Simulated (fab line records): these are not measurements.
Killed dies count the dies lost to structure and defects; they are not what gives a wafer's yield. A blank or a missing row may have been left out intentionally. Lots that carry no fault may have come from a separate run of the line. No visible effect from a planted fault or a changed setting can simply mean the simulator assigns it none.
The tool behind it: which one? -- flow n5 finfet -- 11 lots with 30 wafers sampled at 2 steps, on a route of 1938 steps

## WHAT THE GAUGES READ, wafer by wafer
N5_FIN_SAQP_THK_MEAS_05.
lot,measured,on,thk nm (nm)
L677,day 2 02:25,film metro-02,37.7 38.3 38.7
L678,day 2 09:25,film metro-01,37.6 38.7
L679,day 2 14:57,film metro-02,38.1 38.1 33.6
L682,day 3 09:16,film metro-02,33.4
L683,day 3 15:26,film metro-02,32.8 37.2 39.0
L686,day 4 09:27,film metro-01,37.4 38.7 38.1
L687,day 4 15:27,film metro-01,38.3 38.3 37.4
L690,day 5 09:49,film metro-02,38.4 37.5 38.7
L691,day 5 15:32,film metro-01,37.2 38.6 38.6
L694,day 6 10:11,film metro-01,37.8 38.0 38.3
L695,day 6 16:25,film metro-01,37.4 38.1 38.4

## WHAT TOOL EACH LOT RAN ON (gives the tool, then ch and the chambers of the sampled wafers, and finally the start)
lot,N5_FIN_SAQP_HM_DEP_03
L677,"pecvd-04 ch 0,1,2, day 2 02:20"
L678,"pecvd-04 ch 0, day 2 09:20"
L679,"pecvd-04 ch 0,1,2, day 2 14:52"
L682,"pecvd-04 ch 2, day 3 09:13"
L683,"pecvd-04 ch 0,1,2, day 3 15:20"
L686,"pecvd-01 ch 1,2, day 4 09:22"
L687,"pecvd-03 ch 0,1,2, day 4 15:22"
L690,"pecvd-03 ch 0,1,2, day 5 09:44"
L691,"pecvd-03 ch 0,1,2, day 5 15:27"
L694,"pecvd-01 ch 1,2, day 6 10:05"
L695,"pecvd-01 ch 1,2, day 6 16:20"
- N5_FIN_SAQP_HM_DEP_03: deposits SiNx from SiH4/NH3/N2, target thk 38 nm, time 33.6 s.

## THE ANSWER, worked out from the rows above alone
Rule: what is usual is taken from the lots themselves. Put in order of their means at a reading, lots are off if they are a third of the lots or fewer, leave a main group of 4 or more, and stand apart from it by a gap of 3 or more times the standard deviation of the main group's means; of several such gaps the widest counts. Not used: any main group whose means are identical at the precision the tables above print for the reading. Also off: a lot with no number at a reading for which 4 or more lots have one. The other lots that the step has rows for count as sound.
Off: L679, L682, L683, at N5_FIN_SAQP_THK_MEAS_05 (thk nm). The main group has a mean of 38.1 nm with a standard deviation of 0.09.
A tool fits if, at a process step before that reading, it ran every lot that is off, and no sound lot after the first of them. Gauges at N5_FIN_SAQP_THK_MEAS_05: tried the same way as those tools. One fits: N5_FIN_SAQP_HM_DEP_03 on pecvd-04. A fault onset in the window from L678 (day 2 09:20, its last sound lot) to L679 (day 2 14:52, its first lot off) fits.

## WHAT THE SIMULATOR PUT IN
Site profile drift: pecvd-04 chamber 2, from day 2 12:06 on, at N5_FIN_SAQP_HM_DEP_03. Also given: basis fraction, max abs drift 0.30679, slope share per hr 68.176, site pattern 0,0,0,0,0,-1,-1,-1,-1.
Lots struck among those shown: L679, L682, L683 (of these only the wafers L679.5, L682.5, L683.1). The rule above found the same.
